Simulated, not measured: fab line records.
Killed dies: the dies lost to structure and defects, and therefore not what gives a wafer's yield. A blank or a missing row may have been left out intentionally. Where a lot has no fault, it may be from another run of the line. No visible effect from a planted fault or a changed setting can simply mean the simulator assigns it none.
Which tool was responsible? | flow n5-finfet | 36 wafers sampled from 12 lots at 1 step of a route of 1938

== WHAT THE GAUGES SHOWED, per wafer ==
N5_BEOL_M7_OVL_MEAS_12.
lot  | measured     | on         | M7_OVL (nm)
L075 | day 9 05:10  | overlay-02 | -1.0 -1.0 0.0
L077 | day 10 00:20 | overlay-02 | 0.7 0.8 0.1
L080 | day 10 17:18 | overlay-01 | -0.5 -0.4 0.3
L081 | day 10 21:27 | overlay-02 | -0.5 0.0 -0.2
L085 | day 11 17:01 | overlay-01 | 0.4 -0.7 0.0
L083 | day 11 23:10 | overlay-02 | 0.6 0.2 0.3
L086 | day 12 08:22 | overlay-01 | 1.3 -0.2 -0.1
L090 | day 12 21:37 | overlay-01 | -0.5 -0.2 0.8
L089 | day 13 15:47 | overlay-02 | 0.3 0.4 1.5
L093 | day 14 00:58 | overlay-01 | 0.3 0.4 -0.4
L095 | day 14 15:19 | overlay-01 | 0.0 -0.4 -1.0
L097 | day 15 05:16 | overlay-01 | 0.9 -0.7 -1.2

== WHAT TOOL EACH LOT RAN ON (gives the tool, then ch and the chambers of the sampled wafers, and finally the start) ==
There is no process step in the record ahead of these readings.

== THE ANSWER, worked out from the rows above alone ==
Rule: what is usual is taken from the lots themselves. Put in order of their means at a reading, lots are off if they are a third of the lots or fewer, leave a main group of 4 or more, and stand apart from it by a gap of 3 or more times the standard deviation of the main group's means; of several such gaps the widest counts. A main group whose means are all the same, to the digits that the tables above print for the reading, isn't used. A lot without any number at a reading at which 4 lots or more have one is off too. Any other lot the step has rows for is counted as sound.
Across all readings shown, no lot is off: no conclusion can be drawn from this.

== WHAT THE SIMULATOR HAD INSERTED ==
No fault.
